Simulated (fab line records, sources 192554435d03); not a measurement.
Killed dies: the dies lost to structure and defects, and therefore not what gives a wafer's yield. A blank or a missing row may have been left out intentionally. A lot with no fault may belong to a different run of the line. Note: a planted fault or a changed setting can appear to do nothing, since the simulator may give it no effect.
Chamber matching | flow n5-finfet | cvd-co-02 running N5_BEOL_M1_CO_CAP_55: 3 sister chambers
The step material Co, precursor CCTBA/H2, target thk 2 nm, time 102.1 s. 3 wafers are shown with their chamber, then 11 later ones without.

## EACH WAFER AND ITS CHAMBER
wafer  | chamber | heater-power-w (W)
L093.3 | 2       | 232
L093.5 | 0       | 181
L095.1 | 1       | 271

## WAFERS MISSING THEIR CHAMBER
wafer  | heater-power-w (W)
L095.3 | 227
L095.5 | 266
L094.1 | 228
L094.2 | 270
L094.3 | 181
L096.1 | 182
L096.5 | 226
L096.6 | 267
L097.1 | 235
L097.3 | 182
L097.5 | 183

## THE CHAMBER EACH PASSED THROUGH
wafer  | from the rows above | in truth
L095.3 | 2                   | 2
L095.5 | 1                   | 1
L094.1 | 2                   | 2
L094.2 | 1                   | 1
L094.3 | 0                   | 0
L096.1 | 0                   | 0
L096.5 | 2                   | 2
L096.6 | 1                   | 1
L097.1 | 2                   | 2
L097.3 | 0                   | 0
L097.5 | 0                   | 0
Placed correctly: 11 of 11. Left unplaced by these rows: 0. Placed wrongly: 0.
How it was worked out, from the rows above alone: a wafer's distance from a chamber is the root of the sum, over the readings, of the square of ((its reading less the chamber's mean) divided by the reading's scatter). If the next closest chamber is less than 2 further off than the closest, the wafer can't be placed; otherwise it belongs to the closest. Each chamber's mean is taken over the wafers shown for it. The scatter: with one shown wafer a chamber, the root of the mean of the squares of how far each hidden wafer lies from its nearest shown one.
